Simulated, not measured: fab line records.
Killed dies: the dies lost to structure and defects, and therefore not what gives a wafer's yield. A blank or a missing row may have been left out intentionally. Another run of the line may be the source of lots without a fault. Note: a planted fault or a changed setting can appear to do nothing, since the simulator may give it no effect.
Which tool is to blame? + flow n5-finfet + Sampling: 10 lots, 26 wafers, 5 of 1938 route steps

WHAT EACH GAUGE READ, for each wafer
N5_ZERO_LAYER_CD_MEAS_11: the cd target is 2000 nm.
| lot  | measured    | on        | cd-nm (nm)           |
|------|-------------|-----------|----------------------|
| L237 | day 1 12:46 | cd-sem-03 | 1996.2 2000.7        |
| L238 | day 1 18:38 | cd-sem-02 | 2001.0 2002.9 1999.8 |
| L239 | day 2 00:40 | cd-sem-03 | 2000.3 1999.1        |
| L246 | day 3 18:40 | cd-sem-01 | 1999.0 1998.2 1996.6 |
| L248 | day 4 06:38 | cd-sem-02 | 1999.6 1999.7 1997.4 |
| L251 | day 5 00:38 | cd-sem-02 | 2002.7 2001.5 1999.7 |
| L254 | day 5 18:46 | cd-sem-02 | 1994.4 1996.4 1999.3 |
| L257 | day 6 12:46 | cd-sem-02 | 1996.6 1999.9        |
| L258 | day 6 18:39 | cd-sem-03 | 1998.8 1996.0        |
| L260 | day 7 06:40 | cd-sem-02 | 2001.0 1997.4 2001.1 |

N5_BEOL_M4_RC_MEAS_101.
| lot  | measured     | on        | DIBL_N (mV/V)  | DIBL_P (mV/V)  | IOFF_N (nA/um)    | IOFF_P (nA/um) | ION_N (uA/um) | ION_P (uA/um) | SS_N (mV/dec)  | SS_P (mV/dec)  | VT_N (mV)   | VT_P (mV)      |
|------|--------------|-----------|----------------|----------------|-------------------|----------------|---------------|---------------|----------------|----------------|-------------|----------------|
| L237 | day 7 20:53  | prober-01 | 40.7 39.1      | 40.5 38.7      | 0.246 0.186       | 0.30 0.25      | 688 671       | 472 466       | 71.9 72.2      | 73.7 74.2      | 243 247     | -246 -248      |
| L238 | day 8 00:02  | prober-02 | 35.3 36.1 36.5 | 35.1 35.6 36.0 | 0.145 0.159 0.167 | 0.20 0.21 0.22 | 682 679 675   | 464 471 462   | 70.8 70.7 70.7 | 72.4 72.5 72.9 | 250 248 249 | -248 -247 -251 |
| L239 | day 8 04:13  | prober-01 | 32.7 35.3      | 32.0 35.6      | 0.112 0.149       | 0.15 0.19      | 668 671       | 454 462       | 70.4 71.5      | 72.0 72.9      | 253 249     | -257 -253      |
| L246 | day 10 15:08 | prober-01 | 37.8 38.0 37.6 | 38.9 39.1 38.2 | 0.187 0.190 0.177 | 0.29 0.29 0.27 | 684 688 673   | 478 479 469   | 71.4 72.1 71.1 | 73.6 73.4 73.6 | 246 248 248 | -243 -243 -244 |
| L248 | day 10 19:08 | prober-01 | 37.4 38.4 36.8 | 38.2 39.4 37.8 | 0.186 0.207 0.172 | 0.24 0.26 0.22 | 688 691 670   | 468 466 456   | 72.0 71.6 71.4 | 74.0 74.6 74.6 | 246 246 249 | -251 -249 -252 |
| L251 | day 11 05:39 | prober-01 | 37.1 36.4 37.3 | 37.1 36.7 37.1 | 0.172 0.171 0.188 | 0.22 0.21 0.21 | 685 678 676   | 467 462 463   | 71.9 72.1 71.7 | 73.7 73.8 73.6 | 251 249 249 | -254 -251 -252 |
| L254 | day 12 12:45 | prober-02 | 34.3 33.1 35.6 | 35.0 34.0 37.1 | 0.128 0.112 0.155 | 0.18 0.17 0.21 | 662 660 689   | 465 458 472   | 71.2 71.3 71.4 | 72.5 72.6 73.0 | 253 255 249 | -251 -252 -252 |
| L257 | day 13 12:14 | prober-01 | 33.4 32.2      | 31.5 30.3      | 0.118 0.107       | 0.16 0.15      | 669 668       | 455 461       | 71.0 69.9      | 72.4 72.7      | 252 255     | -255 -254      |
| L258 | day 13 12:34 | prober-02 | 34.3 34.5      | 34.8 34.4      | 0.135 0.128       | 0.20 0.18      | 665 665       | 463 462       | 71.1 70.9      | 73.0 73.1      | 251 253     | -249 -252      |
| L260 | day 13 21:29 | prober-02 | 36.5 35.6 36.0 | 36.4 35.2 35.8 | 0.155 0.144 0.139 | 0.19 0.16 0.17 | 671 678 670   | 453 456 452   | 72.0 71.4 71.6 | 73.5 73.4 73.5 | 250 251 249 | -254 -257 -253 |

WHAT TOOL EACH LOT RAN ON (gives the tool, then ch and the chambers of the sampled wafers, and finally the start)
| lot  | N5_WELL_APT_EXPOSE_05            | N5_PMOS_HMC_CHANNEL_EPI_STRIP_33  | N5_PMOS_HMC_CHANNEL_EPI_ETCH_38 |
|------|----------------------------------|-----------------------------------|---------------------------------|
| L237 | krf-scanner-01 ch 0, day 1 13:31 | rie-diel-05 ch 0,1, day 1 17:26   | rie-si-05 ch 1,2, day 1 17:45   |
| L238 | krf-scanner-02 ch 0, day 1 19:59 | rie-diel-01 ch 1,2,3, day 2 00:03 | rie-si-03 ch 0,2,3, day 2 00:22 |
| L239 | krf-scanner-02 ch 0, day 2 01:35 | rie-diel-04 ch 1,2, day 2 05:17   | rie-si-01 ch 0,3, day 2 05:35   |
| L246 | krf-scanner-02 ch 0, day 3 19:43 | rie-diel-01 ch 0,1,2, day 4 00:02 | rie-si-01 ch 0,1,2, day 4 00:20 |
| L248 | krf-scanner-02 ch 0, day 4 07:31 | rie-diel-01 ch 2,3, day 4 11:13   | rie-si-03 ch 1,2,3, day 4 11:31 |
| L251 | krf-scanner-01 ch 0, day 5 01:23 | rie-diel-05 ch 0,2,3, day 5 05:20 | rie-si-03 ch 0,2,3, day 5 05:39 |
| L254 | krf-scanner-01 ch 0, day 5 19:46 | rie-diel-01 ch 0,1, day 5 23:53   | rie-si-03 ch 0,1,3, day 6 00:13 |
| L257 | krf-scanner-01 ch 0, day 6 13:38 | rie-diel-05 ch 0, day 6 17:29     | rie-si-01 ch 0,2, day 6 17:48   |
| L258 | krf-scanner-01 ch 0, day 6 19:25 | rie-diel-05 ch 1,3, day 6 23:25   | rie-si-01 ch 0,2, day 6 23:44   |
| L260 | krf-scanner-01 ch 0, day 7 07:37 | rie-diel-04 ch 0,1,3, day 7 12:10 | rie-si-03 ch 0,1,3, day 7 12:28 |
- N5_WELL_APT_EXPOSE_05: exposes mask NWELL, defocus 0 nm, target cd 200 nm.
- N5_PMOS_HMC_CHANNEL_EPI_STRIP_33: strips in N2/H2.
- N5_PMOS_HMC_CHANNEL_EPI_ETCH_38: etches SiO2 in CF4, target depth 1.5 nm.

AS READ BY THE TOOLS THEMSELVES (means over the sampled wafers that have a number; for cases with no such wafer, the mark the record gives instead)
N5_WELL_APT_EXPOSE_05.
| lot  | tool           | exposure-dose-mJ-cm2 |
|------|----------------|----------------------|
| L237 | krf-scanner-01 | 20.281               |
| L238 | krf-scanner-02 | 20.292               |
| L239 | krf-scanner-02 | 20.301               |
| L246 | krf-scanner-02 | 20.633               |
| L248 | krf-scanner-02 | 20.542               |
| L251 | krf-scanner-01 | 20.240               |
| L254 | krf-scanner-01 | 20.279               |
| L257 | krf-scanner-01 | 20.246               |
| L258 | krf-scanner-01 | 20.296               |
| L260 | krf-scanner-01 | 20.285               |

N5_PMOS_HMC_CHANNEL_EPI_STRIP_33.
| lot  | tool        | drypump-motor-current-A (A) | n2-flow-sccm (sccm) | oes-product-au (a.u.) | rf-vpp-V (V) | showerhead-plenum-p-Torr (Torr) | throttle-valve-pct (%) |
|------|-------------|-----------------------------|---------------------|-----------------------|--------------|---------------------------------|------------------------|
| L237 | rie-diel-05 | 5.8                         | 299.0               | 0.82                  | 53.9         | 3.40                            | 18.89                  |
| L238 | rie-diel-01 | 5.3                         | 299.7               | 0.85                  | 54.8         | 3.39                            | 18.91                  |
| L239 | rie-diel-04 | 6.0                         | 299.2               | 0.80                  | 52.2         | 3.34                            | 19.23                  |
| L246 | rie-diel-01 | 5.8                         | 299.9               | 0.85                  | 54.1         | 3.44                            | 18.73                  |
| L248 | rie-diel-01 | 5.3                         | 299.1               | 0.74                  | 53.5         | 3.34                            | 19.06                  |
| L251 | rie-diel-05 | 5.7                         | 299.6               | 0.80                  | 53.9         | 3.43                            | 18.98                  |
| L254 | rie-diel-01 | 6.4                         | 300.8               | 0.88                  | 54.6         | 3.53                            | 18.66                  |
| L257 | rie-diel-05 | 5.7                         | 300.8               | 0.81                  | 54.5         | 3.53                            | 18.69                  |
| L258 | rie-diel-05 | 6.0                         | 300.9               | 0.78                  | 55.2         | 3.30                            | 19.29                  |
| L260 | rie-diel-04 | 5.9                         | 299.8               | 0.73                  | 54.8         | 3.44                            | 19.22                  |

N5_PMOS_HMC_CHANNEL_EPI_ETCH_38.
| lot  | tool      | bias-w (W) | drypump-motor-current-A (A) | oes-product-au (a.u.) | throttle-valve-pct (%) |
|------|-----------|------------|-----------------------------|-----------------------|------------------------|
| L237 | rie-si-05 | 402.5      | 5.7                         | 1.003                 | 21.99                  |
| L238 | rie-si-03 | 398.8      | 5.3                         | 1.005                 | 21.83                  |
| L239 | rie-si-01 | 398.8      | 5.4                         | 0.990                 | 21.80                  |
| L246 | rie-si-01 | 401.7      | 5.8                         | 0.991                 | 21.94                  |
| L248 | rie-si-03 | 399.9      | 5.4                         | 1.007                 | 21.95                  |
| L251 | rie-si-03 | 400.3      | 5.3                         | 1.008                 | 21.83                  |
| L254 | rie-si-03 | 399.9      | 5.3                         | 1.002                 | 21.68                  |
| L257 | rie-si-01 | 399.7      | 5.8                         | 0.979                 | 21.96                  |
| L258 | rie-si-01 | 400.4      | 5.8                         | 0.994                 | 21.97                  |
| L260 | rie-si-03 | 400.2      | 5.3                         | 1.004                 | 21.67                  |

THE ANSWER, worked out from the rows above alone
Rule: what is usual is taken from the lots themselves. The widest of any qualifying gaps counts: lots, ordered by their means at a reading, are off when they make up no more than a third of the lots, leave a main group of 4 or more, and stand apart from it by 3 or more times the standard deviation of that group's means. If all means in a main group match to the digits the tables above print for the reading, that group is not used. Also off: a lot with no number at a reading for which 4 or more lots have one. The other lots that the step has rows for count as sound. The gauges are gone through in route order, then the tools' own readings, and for those a lot's mean is taken as printed above. At the first step where some lot is off, the reading lying furthest off is the one used; lots without a number count as furthest.
Off: L246, L248, at N5_WELL_APT_EXPOSE_05 (exposure-dose-mJ-cm2). Mean 20.277 and standard deviation 0.021 in the main group.
If a tool, at that step or one of the process steps before it, ran each lot that is off and ran no sound lot following the first of them, it fits. One fits: N5_WELL_APT_EXPOSE_05 on krf-scanner-02. A fault onset in the window from L239 (day 2 01:35, its last sound lot) to L246 (day 3 19:43, its first lot off) fits.
The tool's own readings at N5_WELL_APT_EXPOSE_05 bear it out: on the lots that are off they differ by more than 5 times the standard deviation of the sound lots' means. exposure-dose-mJ-cm2 reads 20.587 there against 20.277 on the sound lots.

WHAT WAS PUT IN BY THE SIMULATOR
Drift in process parameters on krf-scanner-02 at N5_WELL_APT_EXPOSE_05, starting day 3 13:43. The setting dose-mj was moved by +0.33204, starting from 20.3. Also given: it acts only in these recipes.
Shown lots that were struck: L246, L248. Same finding as the rule above.
